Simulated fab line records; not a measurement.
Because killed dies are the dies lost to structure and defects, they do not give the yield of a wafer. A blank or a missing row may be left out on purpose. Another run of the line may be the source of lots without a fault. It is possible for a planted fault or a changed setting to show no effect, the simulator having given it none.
Comparing a struck lot with a sound one + flow n5-finfet + 18 out of 1938 route steps
Sound: the wafers L245.1, L245.3, L245.4. Wafers struck: L254.2, L254.4, L254.5. The cause is named last.
For every step that has rows: the tool of each side, followed by ch and its chambers, followed by its first start. Under that, the readings that differ: sound wafers + struck wafers + difference of the means + sigmas: that difference in standard deviations of wafers without a fault.
alike: same words and numbers on both sides, and readings whose means sit less than 2 such deviations apart. not compared: any withheld reading, any reading some wafer has no value for, any bound like >300 that may hide the same value, and any number with overlapping values for which the record gives no deviation.
The two part at a step that has a row with sigmas, a row that says differs or no value, or rows on one side only. When numbers do not overlap yet have no deviation, they are printed without sigmas and do not part them. A reading that every wafer of one side lacks parts them only if that side has two wafers or more.

first, 7 steps without rows for these wafers: N5_BEOL_M9_COAT_60 (time 60 s, resist thk 30 nm); N5_BEOL_M9_COAT_05 (resist thk 90 nm); N5_BEOL_M9_EBR_07; N5_BEOL_M9_SOFTBAKE_06 (time 60 s); N5_BEOL_M9_EXPOSE_08 (exposes mask M9); N5_BEOL_M9_PEB_09 (peb time 60 s); N5_BEOL_M9_DEVELOP_10 (develop time 30 s).
N5_BEOL_M9_CD_MEAS_11 targets a cd of 64.1 nm.
  sound on cd-sem-02 ch 0, day 11 09:52; struck on cd-sem-01 ch 0, day 13 07:31
  alike: cd-nm
N5_BEOL_M9_OVL_MEAS_12:
  sound on overlay-02 ch 0, day 11 09:54; struck on overlay-01 ch 0, day 13 07:33
  alike: M9_OVL
N5_BEOL_M9_INSPECT_13: inspects for defects (brightfield).
  sound: defect-inspect-02 at day 11 09:55; struck: defect-inspect-02 at day 13 07:35
  alike: raw-defect-count
N5_BEOL_M9_DESCUM_16: chemistry O2, time 7.9 s.
  sound on rie-diel-05 ch 2,3, day 11 10:12; struck on rie-diel-05 ch 0,1, day 13 07:37
  alike: drypump-motor-current-A, oes-product-au, rf-vpp-V, showerhead-plenum-p-Torr, throttle-valve-pct
  not compared: rf-hours-counter-h
N5_BEOL_M9_ETCH_61: etches SiARC in CF4, target depth 39 nm, time 65 s.
  sound on rie-diel-05 ch 2,3, day 11 10:14; struck on rie-diel-05 ch 0,1, day 13 07:39
  alike: drypump-motor-current-A, etch-rf-on-time-s, oes-product-au, rf-fwd-power-W, rf-vpp-V, showerhead-plenum-p-Torr, throttle-valve-pct
  not compared: rf-hours-counter-h
N5_BEOL_M9_ETCH_62: etches SOC in N2/H2, target depth 110 nm, overetch 22 nm, time 165 s.
  sound on rie-diel-05 ch 2,3, day 11 10:17; struck on rie-diel-05 ch 0,1, day 13 07:42
| reading                                    | sound             | struck               | difference | sigmas |
|--------------------------------------------|-------------------|----------------------|------------|--------|
| rf-fwd-power-W (W)                         | 837.5 836.1 839.3 | 1044.0 1038.0 1042.1 | +203.7     | +78    |
| rf-vpp-V (V)                               | 520.0 520.1 520.5 | 486.8 487.1 490.1    | -32.2      | -13    |
| model.SiARC_of_BEOL_M9_COAT_60.thk-nm (nm) | 23.4 23.6 23.4    | 22.6 22.4 23         | -0.8       |        |
| model.BEOL_M9.cd-offset-nm (nm)            | -0.2 0 0.6        | 1 0.8 0.8            | +1         |        |
  alike: drypump-motor-current-A, oes-product-au, showerhead-plenum-p-Torr, throttle-valve-pct
  not compared: rf-hours-counter-h
then, 1 step without rows for these wafers: N5_BEOL_M9_STRIP_68 (strips in N2/H2).
N5_BEOL_M9_STRIP_67: strips in CF4.
  sound on rie-diel-05 ch 2,3, day 11 10:26; struck on rie-diel-05 ch 0,1, day 13 07:50
  alike: drypump-motor-current-A, oes-product-au, rf-vpp-V, showerhead-plenum-p-Torr, throttle-valve-pct
  not compared: rf-hours-counter-h
N5_BEOL_M9_HM_OPEN_17: chemistry Cl2/BCl3, target TiN, target depth 20 nm, overetch 6 nm.
  sound on rie-metal-02 ch 0,1, day 11 10:28; struck on rie-metal-01 ch 0,1, day 13 07:53
| reading                         | sound      | struck  | difference | sigmas |
|---------------------------------|------------|---------|------------|--------|
| model.BEOL_M9.cd-offset-nm (nm) | -0.4 0 0.6 | 1 1 0.8 | +1         |        |
  alike: drypump-motor-current-A, oes-product-au, throttle-valve-pct
  not compared: rf-hours-counter-h
N5_BEOL_M9_STRIP_19: strips in O2.
  sound on rie-diel-05 ch 1,3, day 11 10:47; struck on rie-diel-02 ch 1,2, day 13 08:02
  alike: drypump-motor-current-A, oes-product-au, rf-vpp-V, showerhead-plenum-p-Torr, throttle-valve-pct
  not compared: rf-hours-counter-h
-- here the record skips 3 days between the struck wafers' starts before and after, leaving off in module BEOL_M9 and picking up in module PASSIVATION (first step shown: number 1936 of the route) --
N5_PASSIVATION_PROBE_49:
  only the struck wafers here have rows in the record (prober-02, day 15 20:57); the sound ones have none

WHERE THEY PART
Earliest at N5_BEOL_M9_ETCH_62; latest, in this record, at N5_PASSIVATION_PROBE_49.

WHY: whatever the simulator had introduced
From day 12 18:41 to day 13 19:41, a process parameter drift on rie-diel-05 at N5_BEOL_M9_ETCH_62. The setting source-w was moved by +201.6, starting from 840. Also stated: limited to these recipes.
